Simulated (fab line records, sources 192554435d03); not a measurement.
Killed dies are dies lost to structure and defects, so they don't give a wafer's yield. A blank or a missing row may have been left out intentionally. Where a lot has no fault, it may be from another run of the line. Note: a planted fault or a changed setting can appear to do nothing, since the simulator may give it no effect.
Chamber matching || flow n5Finfet || rieDiel-06 running N5_BEOL_M11_ETCH_61: 4 sister chambers
The step etches SiARC in CF4, target depth 39 nm, time 65 s. 4 wafers are shown with their chamber, then 8 later ones without.

== WAFERS PAIRED WITH THEIR CHAMBERS ==
{"wafer": "L081.3", "chamber": 0, "drypumpMotorCurrentA (A)": 5.4}
{"wafer": "L092.6", "chamber": 3, "drypumpMotorCurrentA (A)": 5.1}
{"wafer": "L093.3", "chamber": 1, "drypumpMotorCurrentA (A)": 5.7}
{"wafer": "L091.1", "chamber": 2, "drypumpMotorCurrentA (A)": 5.8}

== WAFERS MISSING THEIR CHAMBER ==
{"wafer": "L091.3", "drypumpMotorCurrentA (A)": 5.7}
{"wafer": "L091.6", "drypumpMotorCurrentA (A)": 5.7}
{"wafer": "L095.2", "drypumpMotorCurrentA (A)": 5.8}
{"wafer": "L095.3", "drypumpMotorCurrentA (A)": 5.4}
{"wafer": "L095.6", "drypumpMotorCurrentA (A)": 5.4}
{"wafer": "L094.1", "drypumpMotorCurrentA (A)": 5.4}
{"wafer": "L094.2", "drypumpMotorCurrentA (A)": 5.7}
{"wafer": "L094.3", "drypumpMotorCurrentA (A)": 5.2}

== WHICH CHAMBER EACH WENT THROUGH ==
{"wafer": "L091.3", "from the rows above": 1, "in truth": 1}
{"wafer": "L091.6", "from the rows above": 1, "in truth": 1}
{"wafer": "L095.2", "from the rows above": 2, "in truth": 2}
{"wafer": "L095.3", "from the rows above": 0, "in truth": 0}
{"wafer": "L095.6", "from the rows above": 0, "in truth": 0}
{"wafer": "L094.1", "from the rows above": 0, "in truth": 0}
{"wafer": "L094.2", "from the rows above": 1, "in truth": 1}
{"wafer": "L094.3", "from the rows above": 3, "in truth": 3}
Correctly placed: 8 of 8. Number that these rows cannot place: 0. Number placed wrongly: 0.
How it was worked out, from the rows above alone: a wafer's distance from a chamber is the root of the sum, over the readings, of the square of ((its reading less the chamber's mean) divided by the reading's scatter). If the next closest chamber is less than 2 further off than the closest, the wafer can't be placed; otherwise it belongs to the closest. For every chamber, the mean is computed from those of its wafers that are shown. The scatter: root of mean squared gap, hidden wafer to nearest shown wafer, with one shown wafer a chamber.
